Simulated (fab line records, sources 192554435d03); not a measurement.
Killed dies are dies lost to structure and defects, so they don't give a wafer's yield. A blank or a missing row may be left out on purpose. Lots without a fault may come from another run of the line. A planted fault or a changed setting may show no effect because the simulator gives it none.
fab line records | flow n5_finfet
record lots=7 wafers=21
route steps=1938 shown PMOS_HMC_CHANNEL_EPI@62 FIN_CUT@155 SD_EPI_N@273 SD_EPI_P@321 SD_ACTIVATION@330 HKMG_FIN@403 GATE_CUT@478
start_h: hours from the record's first day to the start of the lot's first wafer shown | wait_h: hours since the lot's step before | " the same as in the row above | L1.1+2: a row that stands for several wafers | - no value, or no start given | * or withheld: withheld | < > ~ a bound
route shown NAME@n: a module of which the file shows steps, and the number in the route of the first | usual: mean/standard deviation of fault-free wafers | same: alike in all rows | chamber/n: place in a boat | sites: the reading at each site | _std_site: their standard deviation | _edge_site: outer sites' mean less inner sites' | radius_mm: how far each site lies from the wafer's centre | mask NAME#n: copy n | behind: the tool/chamber that last shaped the wafer | hold: why the lot was held/for how many hours/how that ended | device: the transistor (n, p or np) that didn't switch | end of line: the same wafers' tests at the end of the route | a step without rows: its recipe alone | killed: dies lost to structure and defects at the first sort, not the wafer's yield | map: a wafer's dies, x killed, . not, _ none there
set.NAME: the setting as run; set.NAME@STEP: as run at that earlier step | model.NAME: the simulator's own value behind a step, which no gauge read
lots whose settings were changed on purpose; a table a step, a row a wafer
## steps
# step N5_PMOS_HMC_CHANNEL_EPI_EXPOSE_06
# recipe mask_id=PMOS_HMC_BLK na=1.35 source_shape=conventional sigma_outer=0.8 polarization=unpolarized target_cd_nm=240 dose_mj=41
# columns lot.wafer tool chamber start_h wait_h mask set.dose_mj
L074.2+4 arfi_scanner-03 0 16.98 - PMOS_HMC_BLK#0 41
L074.5 " 0 " " PMOS_HMC_BLK#0 42.07
L075.3+4+5 arfi_scanner-02 0 23.13 - PMOS_HMC_BLK#0 41
L080.2 arfi_scanner-03 0 53.32 - PMOS_HMC_BLK#0 41
L080.3+4 " 0 " " PMOS_HMC_BLK#0 43.21
L084.1+3+5 arfi_scanner-03 0 77.56 - PMOS_HMC_BLK#0 41
L086.2 arfi_scanner-01 0 89.38 - PMOS_HMC_BLK#0 41
L086.4+6 " 0 " " PMOS_HMC_BLK#0 39.97
L091.1 arfi_scanner-02 0 118.88 - PMOS_HMC_BLK#0 41
L091.4+6 " 0 " " PMOS_HMC_BLK#0 43.17
L097.3+4 arfi_scanner-03 0 155.23 - PMOS_HMC_BLK#0 38.18
L097.6 " 0 " " PMOS_HMC_BLK#0 41
# step N5_PMOS_HMC_CHANNEL_EPI_DEVELOP_08
# recipe develop_time_s=30 developer=TMAH resist=CAR-ArF-block dev_temp_c=23 rinse_liquid=diw dry=air_spin
# columns lot.wafer tool chamber start_h wait_h set.develop_time_s
L074.2+4+5 litho_track-05 0 - - 30
L075.3 litho_track-03 0 - - 28.03
L075.4+5 " 0 " " 30
L080.2+3+4 litho_track-02 0 - - 30
L084.1+3+5 litho_track-03 0 - - 30
L086.2 litho_track-02 0 - - 30
L086.4+6 " 0 " " 33.25
L091.1+4 litho_track-02 0 - - 33.47
L091.6 " 0 " " 30
L097.3+4+6 litho_track-03 0 - - 30
# step N5_PMOS_HMC_CHANNEL_EPI_CD_MEAS_09
# recipe target_cd_nm=237.4 landing_energy_ev=500 detector=se_inlens
# usual cd_nm=237.7/1.4
# columns lot.wafer tool chamber start_h wait_h set.dose_mj@PMOS_HMC_CHANNEL_EPI_EXPOSE_06 cd_nm
L074.2 cd_sem-01 0 17.10 - 41 237.1
L074.4 " 0 " " 41 236.4
L074.5 " 0 " " 42.07 239.0
L075.3 cd_sem-02 0 23.24 - 41 237.0
L075.4 " 0 " " 41 236.5
L075.5 " 0 " " 41 238.0
L080.2 cd_sem-02 0 53.44 - 41 239.2
L080.3 " 0 " " 43.21 242.6
L080.4 " 0 " " 43.21 243.2
L084.1 cd_sem-02 0 77.69 - 41 236.8
L084.3 " 0 " " 41 239.0
L084.5 " 0 " " 41 237.1
L086.2 cd_sem-02 0 89.50 - 41 238.7
L086.4 " 0 " " 39.97 235.5
L086.6 " 0 " " 39.97 237.0
L091.1 cd_sem-02 0 119.01 - 41 241.2
L091.4 " 0 " " 43.17 243.3
L091.6 " 0 " " 43.17 243.5
L097.3 cd_sem-01 0 155.35 - 38.18 234.9
L097.4 " 0 " " 38.18 233.9
L097.6 " 0 " " 41 240.2
# step N5_PMOS_HMC_CHANNEL_EPI_DESCUM_14
# recipe chemistry=O2 time_s=7.9 source_power_w=50 bias_power_w=20 pressure_mtorr=20 rf_frequency_hz=2.712e+07 temp_c=40 resist=CAR-ArF-block o2_flow_sccm=225
# columns lot.wafer tool chamber start_h wait_h set.dose_mj@PMOS_HMC_CHANNEL_EPI_EXPOSE_06 model.PMOS_HMC_CHANNEL_EPI.cd_nm
L074.2 rie_diel-01 2 17.19 0.0 41 236.7
L074.4 " 0 " " 41 236.4
L074.5 " 1 " " 42.07 238.8
L075.3+4 rie_diel-03 2,1 23.33 0.0 41 236.7
L075.5 " 3 " " 41 238.3
L080.2 rie_diel-01 1 53.57 0.1 41 239.2
L080.3 " 2 " " 43.21 242.7
L080.4 " 0 " " 43.21 243
L084.1 rie_diel-03 0 78.02 0.3 41 236.4
L084.3 " 2 " " 41 238.6
L084.5 " 1 " " 41 237.5
L086.2 rie_diel-04 3 89.59 0.0 41 238.5
L086.4 " 2 " " 39.97 235.4
L086.6 " 2 " " 39.97 236.6
L091.1 rie_diel-01 3 119.09 0.0 41 241.2
L091.4 " 0 " " 43.17 243.2
L091.6 " 3 " " 43.17 243.1
L097.3 rie_diel-04 3 155.43 0.0 38.18 -
L097.4 " 3 " " 38.18 234.1
L097.6 " 1 " " 41 240.2
# step N5_FIN_CUT_COAT_19
# recipe resist=SiARC temp_c=220 time_s=60 spin_rpm=1500 resist_thk_nm=20
# columns lot.wafer tool chamber start_h wait_h set.spin_rpm model.SiARC_of_FIN_CUT_COAT_19.thk_nm
L074.2+4+5 litho_track-03 0 - - 1500 20
L075.3+4+5 litho_track-04 0 - - 1500 20
L080.2 litho_track-04 0 - - 1500 20
L080.3 " 0 " " 1337 21.2
L080.4 " 0 " " 1500 20.2
L084.1+3+5 litho_track-04 0 - - 1500 20
L086.2 litho_track-04 0 - - 1500 20
L086.4+6 " 0 " " 1587 19.4
L091.1+4 litho_track-03 0 - - 1647 19
L091.6 " 0 " " 1500 20
L097.3+6 litho_track-04 0 - - 1500 20
L097.4 " 0 " " 1449 20.4
# step N5_FIN_CUT_COAT_29
# recipe resist=underlayer temp_c=205 time_s=60 spin_rpm=1500 resist_thk_nm=10
# step N5_FIN_CUT_COAT_02
# recipe resist=CAR-EUV spin_rpm=1500 resist_thk_nm=30
# step N5_FIN_CUT_DESCUM_13
# recipe chemistry=O2 time_s=7 source_power_w=50 bias_power_w=20 pressure_mtorr=20 rf_frequency_hz=2.712e+07 temp_c=40 resist=CAR-EUV o2_flow_sccm=225
# step N5_FIN_CUT_ETCH_30
# recipe chemistry=N2/H2 target=underlayer target_depth_a=130 mask_material=CAR-EUV time_s=10.4 ion_energy_ev=200 pressure_mtorr=30 source_w=840 bias_w=150 n2_flow_sccm=200 h2_flow_sccm=200 ends=cleared
# step N5_FIN_CUT_ETCH_20
# recipe chemistry=CF4 target=SiARC target_depth_a=260 mask_material=CAR-EUV time_s=43.3 ion_energy_ev=80 pressure_mtorr=40 source_w=545 bias_w=36 Ar_flow_sccm=100 cf4_flow_sccm=100 ends=cleared
# columns lot.wafer tool chamber start_h wait_h set.spin_rpm@FIN_CUT_COAT_19 model.etch.depth_nm
L074.2 rie_diel-04 3 27.86 0.0 1500 20.06
L074.4+5 " 2,1 " " 1500 20.01
L075.3 rie_diel-01 1 32.53 0.0 1500 19.98
L075.4+5 " 3 " " 1500 20.02
L080.2 rie_diel-04 1 63.53 0.0 1500 20.06
L080.3 " 2 " " 1337 21.25
L080.4 " 3 " " 1500 20.16
L084.1 rie_diel-04 3 87.10 0.0 1500 20.09
L084.3 " 2 " " 1500 19.98
L084.5 " 3 " " 1500 20.04
L086.2 rie_diel-04 1 101.23 0.0 1500 19.97
L086.4 " 3 " " 1587 19.43
L086.6 " 3 " " 1587 19.5
L091.1 rie_diel-04 2 128.99 0.0 1647 19.03
L091.4 " 3 " " 1647 19.02
L091.6 " 1 " " 1500 19.93
L097.3 rie_diel-04 0 166.26 0.0 1500 20.01
L097.4 " 3 " " 1449 20.35
L097.6 " 2 " " 1500 20
# step N5_SD_EPI_N_DESCUM_14
# recipe chemistry=O2 time_s=7.9 source_power_w=50 bias_power_w=20 pressure_mtorr=20 rf_frequency_hz=2.712e+07 temp_c=40 resist=CAR-ArF-block o2_flow_sccm=225
# columns lot.wafer tool chamber start_h wait_h set.time_s
L074.2+4+5 rie_diel-02 0,3,0 53.06 0.0 7.9
L075.3+5 rie_diel-05 2,1 59.03 0.0 8.758
L075.4 " 1 " " 7.9
L080.2+3 rie_diel-05 2,1 84.52 0.0 7.9
L080.4 " 3 " " 9.421
L084.1+3+5 rie_diel-05 0,2,2 110.88 0.0 7.9
L086.2+4+6 rie_diel-05 0,3,0 125.16 0.1 7.9
L091.1 rie_diel-05 2 149.57 0.0 9.637
L091.4+6 " 1,2 " " 7.9
L097.3+4+6 rie_diel-06 0,1,2 187.21 0.0 7.9
# step N5_SD_EPI_N_ETCH_34
# recipe chemistry=CF4 target=SiARC target_depth_a=455 mask_material=CAR-ArF-block time_s=75.8 ion_energy_ev=80 pressure_mtorr=40 source_w=545 bias_w=36 Ar_flow_sccm=100 cf4_flow_sccm=100 ends=cleared
# columns lot.wafer tool chamber start_h wait_h set.time_s@SD_EPI_N_DESCUM_14 model.CAR-ArF-block_of_SD_EPI_N_COAT_03.thk_nm
L074.2+4+5 rie_diel-02 0,3,0 53.09 0.0 7.9 111.4
L075.3 rie_diel-05 2 59.06 0.0 8.758 110.4
L075.4 " 1 " " 7.9 111.2
L075.5 " 1 " " 8.758 110.6
L080.2 rie_diel-05 2 84.55 0.0 7.9 110.4
L080.3 " 1 " " 7.9 110.6
L080.4 " 3 " " 9.421 109.6
L084.1+3 rie_diel-05 0,2 110.92 0.0 7.9 110.8
L084.5 " 2 " " 7.9 111
L086.2+4 rie_diel-05 0,3 125.19 0.0 7.9 110.4
L086.6 " 0 " " 7.9 110.6
L091.1 rie_diel-05 2 149.60 0.0 9.637 110
L091.4 " 1 " " 7.9 111.4
L091.6 " 2 " " 7.9 110.8
L097.3+6 rie_diel-06 0,2 187.24 0.0 7.9 111.2
L097.4 " 1 " " 7.9 110.6
# step N5_SD_EPI_N_ETCH_16
# recipe chemistry=CHF3/O2 target=SiO2 target_depth_a=50 mask_material=SOC pressure_mtorr=30 source_w=650 bias_w=170 Ar_flow_sccm=200 CHF3_flow_sccm=50 O2_flow_sccm=5 ion_energy_ev=200
# columns lot.wafer tool chamber start_h wait_h set.target_depth_a model.etch.depth_nm
L074.2 rie_diel-02 0 53.67 0.1 50 4.965
L074.4 " 3 " " 44.23 4.231
L074.5 " 0 " " 44.23 4.357
L075.3 rie_diel-05 2 59.64 0.1 50 4.851
L075.4 " 1 " " 50 4.792
L075.5 " 1 " " 50 4.765
L080.2 rie_diel-05 2 85.13 0.1 55.39 5.362
L080.3 " 1 " " 50 4.715
L080.4 " 3 " " 55.39 5.469
L084.1 rie_diel-05 0 111.50 0.1 50 5.012
L084.3 " 2 " " 50 4.892
L084.5 " 2 " " 50 4.899
L086.2 rie_diel-05 0 125.77 0.1 53.06 5.271
L086.4 " 3 " " 53.06 5.253
L086.6 " 0 " " 50 5.007
L091.1 rie_diel-05 2 150.18 0.1 55.44 5.357
L091.4 " 1 " " 50 4.708
L091.6 " 2 " " 55.44 5.356
L097.3 rie_diel-06 0 187.82 0.1 53.64 5.238
L097.4 " 1 " " 50 5.033
L097.6 " 2 " " 50 5.142
# step N5_SD_EPI_P_EPI_21
# recipe material=SiGe:B dopant=B temp_c=550 pressure_torr=20 ambient=H2 time_s=355
# columns lot.wafer tool chamber start_h wait_h set.temp_c model.SiGe-B_of_SD_EPI_P_EPI_21.thk_nm
L074.2 epi_rpcvd-04 0 60.49 0.5 550 61
L074.4 " 0 " " 550 59.8
L074.5 " 0 " " 550 60.6
L075.3 epi_rpcvd-03 0 67.67 0.8 550 58.8
L075.4 " 0 " " 550 59.8
L075.5 " 0 " " 550 60.6
L080.2 epi_rpcvd-01 0 91.05 0.5 552 64
L080.3 " 0 " " 552 64.2
L080.4 " 0 " " 550 60.8
L084.1+5 epi_rpcvd-04 0 117.40 0.1 550 60.2
L084.3 " 0 " " 550 60.8
L086.2 epi_rpcvd-04 0 131.87 0.5 551.6 64
L086.4 " 0 " " 550 62
L086.6 " 0 " " 550 62.8
L091.1 epi_rpcvd-03 0 155.37 0.2 548.1 57.4
L091.4 " 0 156.81 1.5 550 60.2
L091.6 " 0 " " 548.1 57.8
L097.3 epi_rpcvd-04 0 193.84 0.8 550 61.6
L097.4 " 0 " " 546.1 56.4
L097.6 " 0 " " 546.1 57
# step N5_SD_EPI_P_HM_STRIP_48
# recipe chemistry=H3PO4 temp_c=160 material=SiNx target=SiNx target_depth_a=30 overetch_fraction=0.3
# columns lot.wafer tool chamber start_h wait_h set.temp_c@SD_EPI_P_EPI_21 model.SiGe-B_of_SD_EPI_P_EPI_21.thk_nm
L074.2 wet_bench-01 3 62.37 0.0 550 60.6
L074.4 " 7 " " 550 59.6
L074.5 " 1 " " 550 60.2
L075.3 wet_bench-03 0 69.18 0.0 550 58.6
L075.4 " 1 " " 550 59.6
L075.5 " 2 " " 550 60.2
L080.2+3 wet_bench-01 5,2 92.93 0.0 552 63.8
L080.4 " 4 " " 550 60.4
L084.1 wet_bench-03 0 119.63 0.0 550 59.8
L084.3 " 6 " " 550 60.6
L084.5 " 5 " " 550 60
L086.2 wet_bench-03 0 133.75 0.0 551.6 63.8
L086.4 " 5 " " 550 61.6
L086.6 " 7 " " 550 62.6
L091.1 wet_bench-01 2 158.32 0.0 548.1 57.2
L091.4 " 7 " " 550 60
L091.6 " 6 " " 548.1 57.4
L097.3 wet_bench-03 7 195.36 0.0 550 61.2
L097.4 " 6 " " 546.1 56
L097.6 " 2 " " 546.1 56.6
# step N5_SD_EPI_P_SRD_49
# recipe dry=ipa_marangoni time_s=30 temp_c=23 rinse_liquid=diw
# step N5_SD_EPI_P_PRECLEAN_24
# recipe chemistry=O3/DIW time_s=45 temp_c=22 o3_ppm=10
# columns lot.wafer tool chamber start_h wait_h set.temp_c@SD_EPI_P_EPI_21 model.SiGe-B_of_SD_EPI_P_EPI_21.thk_nm
L074.2 wet_bench-01 3 62.44 0.0 550 60.4
L074.4 " 7 " " 550 59.4
L074.5 " 1 " " 550 60.2
L075.3 wet_bench-03 0 69.25 0.0 550 58.4
L075.4 " 1 " " 550 59.4
L075.5 " 2 " " 550 60
L080.2 wet_bench-01 5 93.00 0.0 552 63.6
L080.3 " 2 " " 552 63.8
L080.4 " 4 " " 550 60.2
L084.1+5 wet_bench-03 0,5 119.70 0.0 550 59.8
L084.3 " 6 " " 550 60.4
L086.2 wet_bench-03 0 133.82 0.0 551.6 63.6
L086.4 " 5 " " 550 61.6
L086.6 " 7 " " 550 62.4
L091.1 wet_bench-01 2 158.39 0.0 548.1 57
L091.4 " 7 " " 550 59.8
L091.6 " 6 " " 548.1 57.4
L097.3 wet_bench-03 7 195.43 0.0 550 61
L097.4 " 6 " " 546.1 56
L097.6 " 2 " " 546.1 56.6
# step N5_SD_EPI_P_PRECLEAN_32
# recipe chemistry=dHF time_s=10 dilution=500:1 temp_c=25
# step N5_SD_EPI_P_PRECLEAN_33
# recipe chemistry=SC2 time_s=45 temp_c=35 mix=1:1:50
# step N5_SD_ACTIVATION_RTA_00
# recipe temp_c=975 time_s=0 ambient=N2 idle_temp_c=600 ramp_up_c_per_s=150 ramp_down_c_per_s=60 cool_to_c=600
# step N5_SD_ACTIVATION_LSA_01
# recipe temp_c=1080 time_s=0.0008 ambient=N2
# step N5_SD_ACTIVATION_RS_MEAS_03
# recipe thk_meas_gauge=four-point-probe
# usual RS_SD_N=21.9/0.33 RS_SD_P=56.1/0.91
# columns lot.wafer tool chamber start_h wait_h set.temp_c@SD_EPI_P_EPI_21 RS_SD_N[ohm/sq] RS_SD_P[ohm/sq]
L074.2 film_metro-01 - 62.96 0.2 550 22.5 56.6
L074.4 " - " " 550 22.2 57.9
L074.5 " - " " 550 21.9 57.3
L075.3 film_metro-01 - 69.80 0.2 550 21.9 59.0
L075.4 " - " " 550 21.8 58.6
L075.5 " - " " 550 21.9 57.2
L080.2 film_metro-02 - 93.51 0.2 552 21.9 53.8
L080.3 " - " " 552 22.2 53.5
L080.4 " - " " 550 22.0 56.6
L084.1 film_metro-02 - 120.40 0.2 550 22.3 55.9
L084.3 " - " " 550 22.0 55.5
L084.5 " - " " 550 21.9 56.0
L086.2 film_metro-01 - 134.34 0.2 551.6 21.6 53.2
L086.4 " - " " 550 21.6 54.6
L086.6 " - " " 550 21.1 54.4
L091.1 film_metro-02 - 158.91 0.2 548.1 22.1 59.9
L091.4 " - " " 550 21.8 57.1
L091.6 " - " " 548.1 21.6 60.0
L097.3 film_metro-02 - 195.97 0.2 550 22.3 55.4
L097.4 " - " " 546.1 22.3 60.7
L097.6 " - " " 546.1 22.0 60.5
# step N5_HKMG_FIN_ETCH_55
# recipe chemistry=N2/H2 target=SOC target_depth_a=2400 temp_c=40 time_s=300 ion_energy_ev=200 mask_material=SiARC pressure_mtorr=30 source_w=840 bias_w=150 n2_flow_sccm=200 h2_flow_sccm=200
# usual rf_vpp_V=524.5/1.9
# columns lot.wafer tool chamber start_h wait_h set.bias_w rf_vpp_V model.HKMG_FIN.feature_depth_nm model.etch.depth_nm model.SiARC_of_HKMG_FIN_COAT_42.thk_nm
L074.2 rie_diel-02 1 76.44 0.0 150 524.5 241.2 241.2 21
L074.4 " 3 " " 165.5 559.6 246.4 246.5 20.4
L074.5 " 0 " " 150 526.2 236 235.9 21.2
L075.3 rie_diel-05 0 82.79 0.0 150 521.8 236.6 236.6 21.8
L075.4 " 3 " " 127.4 474.5 217.2 217.1 24.2
L075.5 " 2 " " 127.4 471.1 208.8 208.7 25.2
L080.2 rie_diel-06 2 106.67 0.0 136.4 495.8 223.4 223.4 23.2
L080.3 " 3 " " 150 522.6 237.2 237.2 21.4
L080.4 " 0 " " 150 526.1 234.6 234.7 22.2
L084.1 rie_diel-05 3 134.58 0.0 150 527.3 242.6 242.7 21.2
L084.3 " 2 " " 150 522.9 232.2 232.1 22.4
L084.5 " 3 " " 150 526.2 243.2 243.1 21
L086.2 rie_diel-06 1 148.23 0.0 150 524.6 241.6 241.6 21
L086.4 " 1 " " 166.2 559.3 256.8 256.7 19
L086.6 " 0 " " 150 527.6 230.8 230.8 22
L091.1 rie_diel-02 2 172.33 0.0 150 526.2 239.2 239.1 21.4
L091.4 " 3 " " 133.2 487.5 218 218.1 24.4
L091.6 " 2 " " 150 526.5 239.2 239.2 21.4
L097.3 rie_diel-02 1 210.69 0.0 150 524.0 238 238 21.4
L097.4 " 0 " " 157.8 544.9 238.4 238.5 20.6
L097.6 " 1 " " 150 524.2 237 237.1 21.2
# step N5_GATE_CUT_COAT_34
# recipe resist=SOC temp_c=250 time_s=60 spin_rpm=1500 resist_thk_nm=60
# columns lot.wafer tool chamber start_h wait_h set.spin_rpm model.SOC_of_GATE_CUT_COAT_34.thk_nm
L074.2 litho_track-05 0 87.40 0.0 1646 57
L074.4 " 0 " " 1646 57.2
L074.5 " 0 " " 1500 59.8
L075.3+5 litho_track-02 0 94.00 0.0 1554 59
L075.4 " 0 " " 1500 60
L080.2 litho_track-02 0 117.98 0.0 1500 60
L080.3 " 0 " " 1357 63
L080.4 " 0 " " 1357 63.2
L084.1+3+5 litho_track-01 0 146.57 0.0 1500 60.2
L086.2+4+6 litho_track-02 0 159.11 0.0 1500 60
L091.1 litho_track-05 0 183.58 0.1 1500 60
L091.4 " 0 " " 1587 58.4
L091.6 " 0 " " 1587 58.2
L097.3+6 litho_track-01 0 221.86 0.0 1500 59.8
L097.4 " 0 " " 1500 60
## key
split step=N5_PMOS_HMC_CHANNEL_EPI_EXPOSE_06 setting=dose_mj stated=41 by=wafer
response step=N5_PMOS_HMC_CHANNEL_EPI_CD_MEAS_09 reading=cd_nm change=+0.707 per=1% r=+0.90
response step=N5_PMOS_HMC_CHANNEL_EPI_DESCUM_14 reading=model.PMOS_HMC_CHANNEL_EPI.cd_nm change=+0.693 per=1% r=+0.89
split step=N5_PMOS_HMC_CHANNEL_EPI_DEVELOP_08 setting=develop_time_s stated=30 by=wafer
response none clear
split step=N5_FIN_CUT_COAT_19 setting=spin_rpm stated=1500 by=wafer
response step=N5_FIN_CUT_COAT_19 reading=model.SiARC_of_FIN_CUT_COAT_19.thk_nm change=-0.103 per=1% r=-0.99
response step=N5_FIN_CUT_ETCH_20 reading=model.etch.depth_nm change=-0.0974 per=1% r=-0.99
split step=N5_SD_EPI_N_DESCUM_14 setting=time_s stated=7.9 by=wafer
response step=N5_SD_EPI_N_ETCH_34 reading=model.CAR-ArF-block_of_SD_EPI_N_COAT_03.thk_nm change=-0.0505 per=1% r=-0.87
split step=N5_SD_EPI_N_ETCH_16 setting=target_depth_a stated=50 by=wafer
response step=N5_SD_EPI_N_ETCH_16 reading=model.etch.depth_nm change=+0.0546 per=1% r=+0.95
split step=N5_SD_EPI_P_EPI_21 setting=temp_c stated=550 by=wafer
response step=N5_SD_EPI_P_EPI_21 reading=model.SiGe-B_of_SD_EPI_P_EPI_21.thk_nm change=+7.2 per=1% r=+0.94
response step=N5_SD_EPI_P_HM_STRIP_48 reading=model.SiGe-B_of_SD_EPI_P_EPI_21.thk_nm change=+7.32 per=1% r=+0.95
response step=N5_SD_EPI_P_PRECLEAN_24 reading=model.SiGe-B_of_SD_EPI_P_EPI_21.thk_nm change=+7.11 per=1% r=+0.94
response step=N5_SD_ACTIVATION_RS_MEAS_03 reading=RS_SD_P change=-7.31 per=1% r=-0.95
split step=N5_HKMG_FIN_ETCH_55 setting=bias_w stated=150 by=wafer
response step=N5_HKMG_FIN_ETCH_55 reading=rf_vpp_V change=+3.29 per=1% r=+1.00
response step=N5_HKMG_FIN_ETCH_55 reading=model.HKMG_FIN.feature_depth_nm change=+1.48 per=1% r=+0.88
response step=N5_HKMG_FIN_ETCH_55 reading=model.etch.depth_nm change=+1.48 per=1% r=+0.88
response step=N5_HKMG_FIN_ETCH_55 reading=model.SiARC_of_HKMG_FIN_COAT_42.thk_nm change=-0.187 per=1% r=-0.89
split step=N5_GATE_CUT_COAT_34 setting=spin_rpm stated=1500 by=wafer
response step=N5_GATE_CUT_COAT_34 reading=model.SOC_of_GATE_CUT_COAT_34.thk_nm change=-0.298 per=1% r=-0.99
